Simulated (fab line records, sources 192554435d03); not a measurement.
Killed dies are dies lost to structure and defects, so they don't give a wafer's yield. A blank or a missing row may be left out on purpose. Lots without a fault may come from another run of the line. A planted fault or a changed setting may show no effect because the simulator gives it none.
Split-lot experiment | flow n5_finfet | 7 lots, 21 wafers read, on a route of 1938 steps

THE SPLIT
At N5_FIN_SAQP_ETCH_52 (etches SOC in N2/H2, target depth 100 nm, overetch 20 nm, time 150 s), the setting source_w was moved away from the recipe's 840 W on 9 of the 21 wafers read, by -16.2% to +17.4%. The other wafers ran this setting at the recipe's value.

The reading is taken at the split's own step.

THE READING
rf_vpp_V, in V, at N5_FIN_SAQP_ETCH_52 (etches SOC in N2/H2, target depth 100 nm, overetch 20 nm, time 150 s). Fault-free wafers of this fab line usually give 523.2 V, standard deviation 2.2 V.

wafer  | tool, chamber at the split | source_w as run, W | against the recipe | rf_vpp_V, V | against lot-mates on the recipe
L078.1 | rie_diel-04, 0             | 730.9              | -13.0%             | 548.1       | +25.2
L078.4 | rie_diel-04, 2             | 840                | recipe             | 522.9       | -
L078.6 | rie_diel-04, 0             | 730.9              | -13.0%             | 547.6       | +24.7
L079.2 | rie_diel-02, 3             | 840                | recipe             | 519.5       | -
L079.3 | rie_diel-02, 1             | 703.7              | -16.2%             | 554.4       | +34.9
L079.5 | rie_diel-02, 3             | 703.7              | -16.2%             | 551.8       | +32.3
L089.2 | rie_diel-04, 1             | 840                | recipe             | 526.4       | -
L089.4 | rie_diel-04, 0             | 711.5              | -15.3%             | 553.5       | +28.7
L089.5 | rie_diel-04, 3             | 840                | recipe             | 523.2       | -
L091.1 | rie_diel-04, 1             | 986.2              | +17.4%             | 500.2       | -22.9
L091.3 | rie_diel-04, 2             | 986.2              | +17.4%             | 495.7       | -27.4
L091.4 | rie_diel-04, 3             | 840                | recipe             | 523.1       | -
L092.2 | rie_diel-03, 0             | 771.2              | -8.2%              | 536.1       | +10.6
L092.3 | rie_diel-03, 3             | 840                | recipe             | 527.5       | -
L092.5 | rie_diel-03, 2             | 840                | recipe             | 523.5       | -
L093.3 | rie_diel-02, 1             | 840                | recipe             | 522.7       | -
L093.5 | rie_diel-02, 2             | 840                | recipe             | 522.7       | -
L093.6 | rie_diel-02, 1             | 908.4              | +8.1%              | 510.5       | -12.2
L097.2 | rie_diel-03, 2             | 840                | recipe             | 524.1       | -
L097.3 | rie_diel-03, 1             | 840                | recipe             | 522.6       | -
L097.4 | rie_diel-03, 1             | 840                | recipe             | 522.0       | -

THE FIT
A straight line over all 21 wafers: rf_vpp_V changes by -1.7 V for each +1% of source_w; r = -0.99; the points scatter about the line by 2.4 V.
The same after taking each lot's own level away (the mean of its wafers on the recipe; 21 wafers): -1.74 V for each +1%; r = -0.99; scatter 2.7 V.
On that fit, the largest move of source_w shifts the reading by 30 V.
The lots' own levels span 519.50 to 525.50 V, that is 2.7 times the standard deviation above.
So the lot-to-lot level changes the slope little: the two slopes agree.
Check: with one of the wafers moved furthest among these (+17.4%) left out of the fit, the line predicts -31.1 V for it against its lot-mates. It came out at -22.9 V against them.
Tool readings at the split's step, against how far the setting was moved: rf_vpp_V r = -0.99.

OTHER SPLITS ON THESE WAFERS
These wafers also went through other splits before the reading. Each is held against what the fit with the lots' levels taken away leaves over:
other split on the same wafers                    | wafers away from the commonest value | r with rf_vpp_V (lot level and that fit taken away)
N5_ZERO_LAYER_COAT_05 spin_rpm                    | 5                                    | +0.22
N5_ZERO_LAYER_EXPOSE_08 dose_mj                   | 4                                    | -0.29
N5_PMOS_HMC_CHANNEL_EPI_PEB_07 peb_temp_c         | 8                                    | +0.52
N5_PMOS_HMC_CHANNEL_EPI_DEVELOP_08 develop_time_s | 5                                    | +0.00

THE FILE'S OWN FIT
rf_vpp_V changes by -1.75 V for each +1% of source_w, r = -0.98.
